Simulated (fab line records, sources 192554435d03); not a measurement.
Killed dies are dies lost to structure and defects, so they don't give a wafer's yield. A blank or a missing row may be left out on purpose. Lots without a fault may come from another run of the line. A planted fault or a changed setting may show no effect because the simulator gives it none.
Which tool did it? | flow n5_finfet | 11 lots, 33 wafers sampled, at 4 steps of a route of 1938

WHAT THE GAUGES READ, wafer by wafer
N5_BEOL_M5_OVL_MEAS_12. Usual: M5_OVL -0.7 nm, standard deviation 0.73.
lot  | measured     | on         | M5_OVL (nm)    | flag
L600 | day 8 00:32  | overlay-01 | 0.2 0.2 -0.4   |
L599 | day 8 18:39  | overlay-01 | -1.7 -2.3 -1.9 |
L601 | day 8 18:48  | overlay-01 | -1.0 -0.9 0.7  |
L602 | day 8 23:01  | overlay-02 | -0.8 -1.9 -1.1 |
L609 | day 11 01:51 | overlay-01 | -0.4 -0.5 -0.7 |
L610 | day 11 15:37 | overlay-01 | -0.7 -0.1 -1.1 |
L615 | day 12 12:16 | overlay-01 | -0.1 -1.0 0.6  |
L613 | day 12 15:55 | overlay-02 | -1.1 -0.9 -1.0 |
L616 | day 12 19:19 | overlay-02 | 0.0 -0.4 0.0   |
L618 | day 12 20:44 | overlay-01 | -1.5 0.4 -0.9  |
L620 | day 13 23:26 | overlay-02 | -1.1 -0.1 -1.1 |

WHICH TOOL RAN EACH LOT (tool, then ch and the chambers of the sampled wafers, then the start)
lot  | N5_BEOL_M4_CMP_52             | N5_BEOL_M4_CO_CAP_55             | N5_BEOL_M5_COAT_05
L600 | cmp-04 ch 0,1,2, day 7 20:59  | cvd_co-02 ch 0,1,2, day 7 21:22  | litho_track-04 ch 0, day 8 00:07
L599 | cmp-04 ch 0,1,3, day 8 14:34  | cvd_co-01 ch 0,1,2, day 8 14:52  | litho_track-05 ch 0, day 8 18:13
L601 | cmp-03 ch 1,2, day 8 14:48    | cvd_co-01 ch 0,1, day 8 15:12    | litho_track-03 ch 0, day 8 18:18
L602 | cmp-03 ch 0,3, day 8 19:46    | cvd_co-02 ch 0,2, day 8 20:06    | litho_track-03 ch 0, day 8 22:35
L609 | cmp-03 ch 1,3, day 10 22:08   | cvd_co-02 ch 0,1,2, day 10 22:30 | litho_track-04 ch 0, day 11 01:26
L610 | cmp-02 ch 0,1,3, day 11 10:26 | cvd_co-02 ch 0,1,2, day 11 10:49 | litho_track-04 ch 0, day 11 15:13
L615 | cmp-04 ch 0,3, day 12 08:44   | cvd_co-01 ch 0,1,2, day 12 09:06 | litho_track-03 ch 0, day 12 11:51
L613 | cmp-02 ch 0,1,2, day 12 12:28 | cvd_co-02 ch 0,2, day 12 12:47   | litho_track-03 ch 0, day 12 15:37
L616 | cmp-03 ch 0,1,3, day 12 15:46 | cvd_co-02 ch 0,1,2, day 12 16:08 | litho_track-03 ch 0, day 12 19:01
L618 | cmp-04 ch 0,1,3, day 12 17:56 | cvd_co-01 ch 0,1,2, day 12 18:19 | litho_track-05 ch 0, day 12 20:20
L620 | cmp-03 ch 0,3, day 13 20:10   | cvd_co-01 ch 0,1,2, day 13 20:37 | litho_track-03 ch 0, day 13 23:08
- N5_BEOL_M4_CMP_52: polishes, stops on SiOC, t overpolish 6.8 s, target thk 40 nm.
- N5_BEOL_M4_CO_CAP_55: material Co, precursor CCTBA/H2, target thk 2 nm, time 102.1 s.
- N5_BEOL_M5_COAT_05: resist thk 30 nm.

WHAT THE TOOLS THEMSELVES READ (means of the sampled wafers that have a number; where no wafer has one, the mark that the record gives instead)
N5_BEOL_M4_CMP_52. Usual: barrier_field_endpoint_s 24.6 s, standard deviation 0.64; head_pressure_psi 1.0003 psi, standard deviation 0.0023; motor_current_A 5.9 A, standard deviation 0.75; overpolish_run_s 6.800 s, standard deviation 0.0092; time_to_endpoint_s 62 s, standard deviation 3.2.
lot  | tool   | barrier_field_endpoint_s (s) | head_pressure_psi (psi) | motor_current_A (A) | overpolish_run_s (s) | time_to_endpoint_s (s) | flag
L600 | cmp-04 | 24.1                         | 1.0012                  | 6.2                 | 6.794                | 59                     |
L599 | cmp-04 | 24.6                         | 0.9990                  | 6.3                 | 6.803                | 64                     |
L601 | cmp-03 | 25.5                         | 1.0001                  | 6.1                 | 6.806                | 63                     |
L602 | cmp-03 | 24.5                         | 1.0011                  | 6.0                 | 6.802                | 60                     |
L609 | cmp-03 | 24.9                         | 1.0034                  | 5.1                 | 6.795                | 59                     |
L610 | cmp-02 | 24.7                         | 1.0005                  | 5.4                 | 6.797                | 65                     |
L615 | cmp-04 | 24.0                         | 1.0019                  | 6.3                 | 6.798                | 60                     |
L613 | cmp-02 | 24.6                         | 0.9995                  | 5.6                 | 6.801                | 63                     |
L616 | cmp-03 | 24.2                         | 0.9998                  | 5.8                 | 6.798                | 59                     |
L618 | cmp-04 | 25.0                         | 0.9994                  | 6.0                 | 6.802                | 64                     |
L620 | cmp-03 | 24.6                         | 0.9984                  | 5.3                 | 6.792                | 65                     |

N5_BEOL_M4_CO_CAP_55. Usual: heater_power_w 233 W, standard deviation 17.
lot  | tool      | heater_power_w (W) | flag
L600 | cvd_co-02 | 233                |
L599 | cvd_co-01 | 233                |
L601 | cvd_co-01 | 228                |
L602 | cvd_co-02 | 237                |
L609 | cvd_co-02 | 236                |
L610 | cvd_co-02 | 238                |
L615 | cvd_co-01 | 229                |
L613 | cvd_co-02 | 245                |
L616 | cvd_co-02 | 234                |
L618 | cvd_co-01 | 231                |
L620 | cvd_co-01 | 228                |

N5_BEOL_M5_COAT_05. Usual: dispense_pressure_kPa 46 kPa, standard deviation 3.6; spin_speed_rpm 1500.0 rpm, standard deviation 0.87.
lot  | tool           | dispense_pressure_kPa (kPa) | spin_speed_rpm (rpm) | flag
L600 | litho_track-04 | 48                          | 1499.8               |
L599 | litho_track-05 | 53                          | 1499.1               |
L601 | litho_track-03 | 43                          | 1500.1               |
L602 | litho_track-03 | 43                          | 1499.6               |
L609 | litho_track-04 | 48                          | 1283.9               | OFF
L610 | litho_track-04 | 48                          | 1285.6               | OFF
L615 | litho_track-03 | 43                          | 1499.8               |
L613 | litho_track-03 | 43                          | 1500.1               |
L616 | litho_track-03 | 43                          | 1499.1               |
L618 | litho_track-05 | 53                          | 1501.7               |
L620 | litho_track-03 | 43                          | 1499.6               |

THE ANSWER, worked out from the rows above alone
Rule: a lot is off if the mean of its wafers that have a number lies more than 3 standard deviations from the usual mean. A lot without any number at a reading at which 4 lots or more have one is off too. The other lots that the step has rows for count as sound. The gauges are gone through in route order, then the tools' own readings, and for those a lot's mean is taken as printed above. The first step at which some lot is off is used, and at that step the reading that is off furthest; a lot without a number counts as furthest.
Off: L609, L610, at N5_BEOL_M5_COAT_05 (spin_speed_rpm).
A tool fits if, at that step or a process step before it, it ran every lot that is off, and no sound lot after the first of them. One fits: litho_track-04 at N5_BEOL_M5_COAT_05. Its last sound lot is L600 (day 8 00:07), its first lot that is off L609 (day 11 01:26): a fault that began between those two fits.
The tool's own readings at N5_BEOL_M5_COAT_05 bear it out: on the lots that are off they differ by more than 5 times the standard deviation of the sound lots' means. spin_speed_rpm reads 1284.8 rpm there against 1499.9 rpm on the sound lots.

WHAT THE SIMULATOR HAD PUT IN
Process parameter drift: litho_track-04, from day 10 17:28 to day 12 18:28, at N5_BEOL_M5_COAT_05. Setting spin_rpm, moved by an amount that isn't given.
Lots struck among those shown: L609, L610. The rule above found the same.
